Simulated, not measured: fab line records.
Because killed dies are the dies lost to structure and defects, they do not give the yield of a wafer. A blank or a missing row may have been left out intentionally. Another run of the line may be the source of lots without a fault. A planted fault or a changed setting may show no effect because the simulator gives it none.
What tool caused it? + flow n5 finfet + 30 wafers from 10 lots sampled at 5 of the route's 1938 steps

WHAT THE GAUGES READ, wafer by wafer
N5_SPACER0_INSPECT_04: inspects for defects (darkfield). Usual: raw defect count 135, standard deviation 34.
| lot  | measured    | on                | raw defect count | flag |
|------|-------------|-------------------|------------------|------|
| L108 | day 3 14:27 | defect inspect-01 | 109 103 95       |      |
| L110 | day 4 02:00 | defect inspect-02 | 120 173 124      |      |
| L112 | day 4 11:47 | defect inspect-01 | 93 97 91         |      |
| L117 | day 5 23:56 | defect inspect-02 | 137 138 94       |      |
| L119 | day 6 08:46 | defect inspect-01 | 162 125 180      |      |
| L120 | day 6 13:07 | defect inspect-02 | 81 116 83        |      |
| L123 | day 7 09:08 | defect inspect-01 | 138 239 132      |      |
| L126 | day 8 00:29 | defect inspect-02 | 167 163 133      |      |
| L127 | day 8 05:33 | defect inspect-02 | 124 139 132      |      |
| L129 | day 8 18:41 | defect inspect-02 | 189 245 171      |      |

N5_SD_EPI_N_CD_MEAS_09: the cd target is 120 nm. Usual: cd nm 119.9 nm, standard deviation 0.55.
| lot  | measured    | on        | cd nm (nm)        | flag |
|------|-------------|-----------|-------------------|------|
| L108 | day 3 14:43 | cd sem-01 | 119.8 119.5 119.6 |      |
| L110 | day 4 02:16 | cd sem-02 | 120.7 120.1 120.3 |      |
| L112 | day 4 12:11 | cd sem-01 | 121.1 121.3 120.2 |      |
| L117 | day 6 00:20 | cd sem-02 | 119.4 120.2 119.9 |      |
| L119 | day 6 09:02 | cd sem-02 | 120.2 120.0 120.4 |      |
| L120 | day 6 13:31 | cd sem-02 | 120.2 120.8 119.9 |      |
| L123 | day 7 09:25 | cd sem-01 | 119.3 119.8 119.8 |      |
| L126 | day 8 00:53 | cd sem-01 | 121.2 121.0 121.3 |      |
| L127 | day 8 05:57 | cd sem-02 | 119.5 120.0 120.1 |      |
| L129 | day 8 19:05 | cd sem-02 | 119.2 119.1 120.0 |      |

N5_BEOL_M4_RC_MEAS_101. Usual: DIBL_N 36.4 mV/V, standard deviation 1.4; DIBL_P 36.4 mV/V, standard deviation 1.5; IOFF_N 0.156 nA/um, standard deviation 0.022; IOFF_P 0.210 nA/um, standard deviation 0.023; ION_N 675 uA/um, standard deviation 9.1; ION_P 463 uA/um, standard deviation 5.7; SS_N 71.6 mV/dec, standard deviation 0.45; SS_P 73.3 mV/dec, standard deviation 0.56; VT_N 250 mV, standard deviation 3.1; VT_P -250.3 mV, standard deviation 2.3.
| lot  | measured     | on        | DIBL_N (mV/V)  | DIBL_P (mV/V)  | IOFF_N (nA/um)    | IOFF_P (nA/um)    | ION_N (uA/um) | ION_P (uA/um) | SS_N (mV/dec)  | SS_P (mV/dec)  | VT_N (mV)   | VT_P (mV)            | flag |
|------|--------------|-----------|----------------|----------------|-------------------|-------------------|---------------|---------------|----------------|----------------|-------------|----------------------|------|
| L108 | day 10 06:00 | prober-02 | 34.5 35.7 35.5 | 34.8 36.9 37.1 | 0.139 0.163 0.166 | 0.180 0.217 0.213 | 663 672 678   | 453 459 462   | 71.0 71.0 71.6 | 72.3 73.5 73.3 | 252 248 248 | -248.9 -248.0 -248.4 |      |
| L110 | day 10 05:55 | prober-01 | 34.3 34.1 35.5 | 35.6 34.4 36.1 | 0.126 0.120 0.141 | 0.196 0.192 0.218 | 674 677 673   | 469 472 472   | 70.8 71.4 71.5 | 72.6 72.4 73.1 | 250 254 248 | -251.6 -249.2 -245.6 |      |
| L112 | day 10 13:27 | prober-02 | 37.7 38.0 36.7 | 35.4 35.8 34.6 | 0.175 0.183 0.151 | 0.232 0.243 0.211 | 686 683 681   | 474 466 470   | 71.6 71.3 70.9 | 74.0 73.6 73.6 | 249 248 250 | -249.3 -246.3 -248.6 |      |
| L117 | day 12 00:41 | prober-02 | 34.5 36.2 36.8 | 34.7 36.8 37.5 | 0.114 0.140 0.153 | 0.184 0.209 0.223 | 654 658 669   | 456 456 466   | 71.6 72.5 72.0 | 72.0 73.3 72.7 | 259 254 254 | -250.2 -248.9 -249.1 |      |
| L119 | day 12 11:01 | prober-01 | 39.9 36.8 38.7 | 36.8 32.7 35.2 | 0.185 0.114 0.155 | 0.245 0.179 0.214 | 683 657 676   | 464 461 465   | 70.8 70.9 71.2 | 73.8 72.2 73.6 | 248 254 250 | -249.2 -251.9 -249.4 |      |
| L120 | day 12 14:11 | prober-02 | 32.1 34.9 33.3 | 33.1 35.8 35.0 | 0.103 0.144 0.119 | 0.149 0.193 0.159 | 659 670 651   | 442 459 445   | 70.5 72.1 71.3 | 72.0 73.5 72.9 | 256 251 258 | -257.7 -255.0 -257.2 |      |
| L123 | day 13 13:28 | prober-01 | 35.6 34.4 38.5 | 35.5 33.8 38.0 | 0.134 0.124 0.188 | 0.170 0.154 0.223 | 665 670 690   | 449 452 471   | 71.2 70.9 71.9 | 74.0 72.8 73.9 | 253 252 245 | -255.8 -256.2 -251.3 |      |
| L126 | day 14 03:29 | prober-02 | 35.8 34.8 35.5 | 35.7 34.3 35.9 | 0.152 0.131 0.142 | 0.211 0.188 0.224 | 673 672 673   | 468 465 467   | 71.3 71.2 71.6 | 73.6 73.3 73.2 | 252 251 252 | -248.7 -250.2 -248.7 |      |
| L127 | day 14 05:38 | prober-01 | 37.2 38.5 36.9 | 37.8 37.8 36.5 | 0.178 0.199 0.160 | 0.224 0.230 0.202 | 680 683 681   | 465 464 466   | 71.8 72.1 71.9 | 73.4 73.7 73.5 | 246 247 248 | -249.6 -250.2 -252.1 |      |
| L129 | day 15 06:20 | prober-02 | 37.0 35.1 36.8 | 38.0 36.5 38.2 | 0.164 0.139 0.174 | 0.233 0.205 0.235 | 669 669 676   | 468 465 467   | 71.6 71.4 71.8 | 73.6 72.4 72.8 | 250 252 249 | -249.7 -248.6 -249.1 |      |

EACH LOT AND THE TOOL THAT RAN IT (in order: tool; ch and the chambers of the sampled wafers; start)
| lot  | N5_DUMMY_GATE_ETCH_23           | N5_SPACER0_ALD_00                |
|------|---------------------------------|----------------------------------|
| L108 | rie si-03 ch 0,2,3, day 3 12:37 | ald sin-02 ch 1,2, day 3 14:02   |
| L110 | rie si-03 ch 0,1, day 4 00:50   | ald sin-02 ch 0,1,3, day 4 01:35 |
| L112 | rie si-03 ch 0,1, day 4 10:39   | ald sin-02 ch 0,1,3, day 4 11:22 |
| L117 | rie si-01 ch 2,3, day 5 22:41   | ald sin-04 ch 1,2,3, day 5 23:31 |
| L119 | rie si-02 ch 0,3, day 6 07:41   | ald sin-04 ch 0,3, day 6 08:20   |
| L120 | rie si-03 ch 1,2, day 6 12:04   | ald sin-04 ch 2,3, day 6 12:42   |
| L123 | rie si-01 ch 0,1,2, day 7 07:53 | ald sin-04 ch 2,3, day 7 08:44   |
| L126 | rie si-02 ch 2,3, day 7 23:25   | ald sin-03 ch 0,3, day 8 00:04   |
| L127 | rie si-01 ch 0,1,2, day 8 04:19 | ald sin-03 ch 0,3, day 8 05:08   |
| L129 | rie si-01 ch 1,2, day 8 17:38   | ald sin-02 ch 0,1,3, day 8 18:17 |
- N5_DUMMY_GATE_ETCH_23: etches poly-Si in HBr/Cl2/O2, target depth 41 nm, time 22.3 s.
- N5_SPACER0_ALD_00: deposits SiOCN, target thk 3.5 nm, pulse time 3 s, purge time 2 s.

AS READ BY THE TOOLS THEMSELVES (means over the sampled wafers that have a number; for cases with no such wafer, the mark the record gives instead)
N5_DUMMY_GATE_ETCH_23. Usual: chamber pressure mTorr 9.998 mTorr, standard deviation 0.0098; drypump motor current A 6.0 A, standard deviation 0.38; oes product au 0.992 a.u., standard deviation 0.0099; throttle valve pct 37.13 %, standard deviation 0.24.
| lot  | tool      | chamber pressure mTorr (mTorr) | drypump motor current A (A) | oes product au (a.u.) | throttle valve pct (%) | flag |
|------|-----------|--------------------------------|-----------------------------|-----------------------|------------------------|------|
| L108 | rie si-03 | 10.003                         | 5.7                         | 0.984                 | 37.01                  |      |
| L110 | rie si-03 | 10.008                         | 6.1                         | 0.981                 | 36.99                  |      |
| L112 | rie si-03 | 10.000                         | 6.2                         | 0.985                 | 36.91                  |      |
| L117 | rie si-01 | 9.996                          | 6.3                         | 1.000                 | 37.17                  |      |
| L119 | rie si-02 | 9.995                          | 6.2                         | 1.001                 | 37.37                  |      |
| L120 | rie si-03 | 9.984                          | 6.2                         | 0.985                 | 36.95                  |      |
| L123 | rie si-01 | 10.001                         | 6.0                         | 1.000                 | 37.16                  |      |
| L126 | rie si-02 | 10.006                         | 6.6                         | 0.994                 | 37.32                  |      |
| L127 | rie si-01 | 9.997                          | 6.0                         | 0.995                 | 37.15                  |      |
| L129 | rie si-01 | 9.999                          | 6.0                         | 0.992                 | 37.00                  |      |

N5_SPACER0_ALD_00. Usual: heater power w 830 W, standard deviation 79; precursor pulse height rel 0.999, standard deviation 0.02.
| lot  | tool       | heater power w (W) | precursor pulse height rel | flag |
|------|------------|--------------------|----------------------------|------|
| L108 | ald sin-02 | 840                | 0.965                      |      |
| L110 | ald sin-02 | 789                | 0.989                      |      |
| L112 | ald sin-02 | 791                | 1.009                      |      |
| L117 | ald sin-04 | 820                | 1.001                      |      |
| L119 | ald sin-04 | 691                | 0.987                      |      |
| L120 | ald sin-04 | 877                | 0.982                      |      |
| L123 | ald sin-04 | 891                | 0.980                      |      |
| L126 | ald sin-03 | 895                | 0.997                      |      |
| L127 | ald sin-03 | 905                | 1.003                      |      |
| L129 | ald sin-02 | 790                | 0.990                      |      |

THE ANSWER, worked out from the rows above alone
Rule: lot off if the mean of its wafers having a number is beyond 3 standard deviations from the usual mean. Also off: a lot with no number at a reading for which 4 or more lots have one. All remaining lots with rows at the step are treated as sound. Order of review: gauges by route order, followed by the tools' own readings, for which a lot's mean as printed above is used. At the first step where some lot is off, the reading lying furthest off is the one used; lots without a number count as furthest.
No lot is off on any of the readings shown, so nothing can be concluded from this.

WHAT WAS PUT IN BY THE SIMULATOR
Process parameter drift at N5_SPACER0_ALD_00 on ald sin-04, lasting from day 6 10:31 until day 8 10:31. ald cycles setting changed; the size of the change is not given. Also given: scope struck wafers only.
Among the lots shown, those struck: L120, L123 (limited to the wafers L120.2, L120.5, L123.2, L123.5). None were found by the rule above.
